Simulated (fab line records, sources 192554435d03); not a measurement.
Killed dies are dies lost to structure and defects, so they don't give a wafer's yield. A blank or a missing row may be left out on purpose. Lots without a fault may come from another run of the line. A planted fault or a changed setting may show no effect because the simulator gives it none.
Chamber matching | flow n5_finfet | N5_BEOL_M8_CURE_75 on uv_cure-01: 3 sister chambers
The step cures SiCOH lowk, time 120 s. 6 wafers are shown with their chamber, then 9 later ones without.

WAFERS WITH THEIR CHAMBER
wafer  | chamber | wafer_temp_C_max | lamp_power_pct (%)
L077.3 | 0       | 371.0            | 52.30
L077.5 | 0       | 371.2            | 52.33
L082.5 | 2       | 372.1            | 52.33
L082.6 | 2       | 371.6            | 52.40
L084.5 | 1       | 371.0            | 52.37
L084.6 | 1       | 370.8            | 52.38

WAFERS WITHOUT THEIR CHAMBER
wafer  | wafer_temp_C_max | lamp_power_pct (%)
L093.1 | 371.1            | 52.25
L093.2 | 371.5            | 52.36
L093.5 | 371.2            | 52.27
L091.2 | 371.1            | 52.28
L091.3 | 371.4            | 52.40
L091.5 | 370.9            | 52.32
L094.2 | 370.7            | 52.26
L094.3 | 370.8            | 52.31
L094.4 | 371.2            | 52.35

WHICH CHAMBER EACH WENT THROUGH
wafer  | from the rows above          | in truth
L093.1 | 0                            | 0
L093.2 | can't be placed: 2 or 0 or 1 | 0
L093.5 | 0                            | 0
L091.2 | 0                            | 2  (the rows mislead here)
L091.3 | can't be placed: 2 or 1 or 0 | 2
L091.5 | can't be placed: 0 or 1      | 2
L094.2 | can't be placed: 0 or 1      | 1
L094.3 | can't be placed: 0 or 1      | 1
L094.4 | can't be placed: 0 or 1 or 2 | 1
Placed correctly: 2 of 9. Can't be placed from these rows: 6 (the true chamber is among the candidates in 5). Placed wrongly: 1.
How it was worked out, from the rows above alone: a wafer's distance from a chamber is the root of the sum, over the readings, of the square of ((its reading less the chamber's mean) divided by the reading's scatter). The wafer belongs to the nearest chamber; if the next one is less than 2 further off, it can't be placed. A chamber's mean is the mean of its shown wafers. The scatter: the root of (the sum of the squares of (reading less its chamber's mean) over the shown wafers, divided by (wafers less chambers)).
